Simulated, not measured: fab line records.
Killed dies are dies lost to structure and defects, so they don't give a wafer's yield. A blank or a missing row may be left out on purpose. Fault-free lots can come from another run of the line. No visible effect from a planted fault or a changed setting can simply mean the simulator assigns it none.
Chamber matching    flow nand-harc    NHARC_P_M2_ETCH_35 on rie-diel-01: 4 sister chambers
The step etches the open film in N2/H2, target depth 40 nm, overetch 12 nm, time 43.94 s. 4 wafers are shown with their chamber, then 7 later ones without.

== EACH WAFER AND ITS CHAMBER ==
wafer   chamber  showerhead-plenum-p-Torr (Torr)
L080.6  2        2.17
L083.5  0        1.95
L085.1  3        2.02
L085.4  1        2.14

== WAFERS WHOSE CHAMBER IS MISSING ==
wafer   showerhead-plenum-p-Torr (Torr)
L085.6  2.17
L092.2  2.17
L092.3  2.02
L092.5  2.13
L094.1  2.02
L094.3  1.95
L094.5  1.94

== EACH ONE'S CHAMBER ==
wafer   from the rows above  in truth
L085.6  2                    2
L092.2  2                    2
L092.3  3                    3
L092.5  1                    1
L094.1  3                    3
L094.3  0                    0
L094.5  0                    0
7 of 7 placed correctly. Number that these rows cannot place: 0. Wrongly placed: 0.
How it was worked out, from the rows above alone: a wafer's distance from a chamber is the root of the sum, over the readings, of the square of ((its reading less the chamber's mean) divided by the reading's scatter). The wafer belongs to the nearest chamber; if the next one is less than 2 further off, it can't be placed. A chamber's mean is the mean of its shown wafers. The scatter: with one shown wafer a chamber, the root of the mean of the squares of how far each hidden wafer lies from its nearest shown one.
